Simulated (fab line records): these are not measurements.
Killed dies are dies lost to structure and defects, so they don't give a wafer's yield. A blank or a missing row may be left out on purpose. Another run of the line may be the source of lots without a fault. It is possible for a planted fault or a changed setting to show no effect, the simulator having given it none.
Split-lot study + flow n5 finfet + route with 1938 steps; 7 lots, 21 wafers read

== ABOUT THE SPLIT ==
At N5_SD_EPI_N_DESCUM_14 (chemistry O2, time 7.9 s), the setting time s was moved away from the recipe's 7.9 s on 6 of the 21 wafers read, by -15.2% to +21.5%. The other wafers ran this setting at the recipe's value.

Split to reading: the file shows no intervening step.

== THE READING ==
CAR-ArF-block_of_SD_EPI_N_COAT_03.thk nm (the simulator's own value, which no gauge read), in nm, at N5_SD_EPI_N_ETCH_34 (etches SiARC in CF4, target depth 45.5 nm, time 75.8 s). The file does not state a usual value for it. The 15 wafers here that ran the recipe average 110.7 nm, standard deviation 0.4 nm.

| wafer  | tool, chamber at the split | time s as run, s | against the recipe | CAR-ArF-block_of_SD_EPI_N_COAT_03.thk nm, nm | against lot-mates on the recipe |
|--------|----------------------------|------------------|--------------------|----------------------------------------------|---------------------------------|
| L079.1 | rie diel-06, 0,1           | 7.9              | recipe             | 111.6                                        | -                               |
| L079.6 | rie diel-06, 0,1           | 7.9              | recipe             | 111.6                                        | -                               |
| L079.4 | rie diel-06, 1             | 9.184            | +16.3%             | 110.8                                        | -0.8                            |
| L084.2 | rie diel-04, 2,3           | 7.346            | -7.0%              | 112.2                                        | no lot-mate on the recipe       |
| L084.3 | rie diel-04, 2,3           | 7.346            | -7.0%              | 112                                          | no lot-mate on the recipe       |
| L084.4 | rie diel-04, 2             | 7.346            | -7.0%              | 112.4                                        | no lot-mate on the recipe       |
| L086.1 | rie diel-04, 1             | 6.702            | -15.2%             | 111.2                                        | +0.6                            |
| L086.3 | rie diel-04, 3             | 7.9              | recipe             | 110.6                                        | -                               |
| L086.4 | rie diel-04, 0             | 7.9              | recipe             | 110.6                                        | -                               |
| L088.2 | rie diel-01, 2             | 7.9              | recipe             | 110.4                                        | -                               |
| L088.4 | rie diel-01, 1             | 7.9              | recipe             | 110.6                                        | -                               |
| L088.6 | rie diel-01, 3             | 7.9              | recipe             | 110.4                                        | -                               |
| L095.1 | rie diel-01, 1             | 7.9              | recipe             | 110.6                                        | -                               |
| L095.3 | rie diel-01, 0             | 7.9              | recipe             | 110.6                                        | -                               |
| L095.6 | rie diel-01, 1             | 7.9              | recipe             | 111                                          | -                               |
| L096.3 | rie diel-06, 1             | 7.9              | recipe             | 110.2                                        | -                               |
| L096.5 | rie diel-06, 2             | 7.9              | recipe             | 110.4                                        | -                               |
| L096.6 | rie diel-06, 1             | 9.601            | +21.5%             | 109                                          | -1.3                            |
| L097.2 | rie diel-01, 2             | 7.9              | recipe             | 110.8                                        | -                               |
| L097.5 | rie diel-01, 1             | 7.9              | recipe             | 110.8                                        | -                               |
| L097.6 | rie diel-01, 2             | 7.9              | recipe             | 111                                          | -                               |
If several chambers appear in one row, that row covers several wafers at once and the file leaves open which wafer was in which chamber.

THE FIT
A straight line over all 21 wafers: CAR-ArF-block_of_SD_EPI_N_COAT_03.thk nm changes by -0.0673 nm for each +1% of time s; r = -0.66; the points scatter about the line by 0.59 nm.
The same after taking each lot's own level away (the mean of its wafers on the recipe; 18 wafers): -0.0519 nm for each +1%; r = -0.95; scatter 0.12 nm.
On that fit, the largest move of time s shifts the reading by 1.1 nm.
The lots' own levels span 110.30 to 111.60 nm, that is 3.3 times the standard deviation above.
So the lot-to-lot level blurs the effect unless lot-mates are compared.
Check: -0.972 nm against its lot-mates is what the line predicts for one of the wafers moved furthest among these (+21.5%) when that wafer is left out of the fit. Against them it came out at -1.3 nm.

== THE WHOLE CHAIN: every reading that the file lists as answering this split, in the file's order ==
| step                  | what it does                                           | reading                                                                                   | change (the file's fit)                | r (the file's) |
|-----------------------|--------------------------------------------------------|-------------------------------------------------------------------------------------------|----------------------------------------|----------------|
| N5_SD_EPI_N_DESCUM_14 | chemistry O2, time 7.9 s                               | CAR-ArF-block_of_SD_EPI_N_COAT_03.thk nm (the simulator's own value, which no gauge read) | -0.0573 nm for each +1% of the setting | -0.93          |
| N5_SD_EPI_N_ETCH_34   | etches SiARC in CF4, target depth 45.5 nm, time 75.8 s | CAR-ArF-block_of_SD_EPI_N_COAT_03.thk nm (the simulator's own value, which no gauge read) | -0.0523 nm for each +1% of the setting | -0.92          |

== FILE'S OWN FIT ==
CAR-ArF-block_of_SD_EPI_N_COAT_03.thk nm changes by -0.0523 nm for each +1% of time s, r = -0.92.
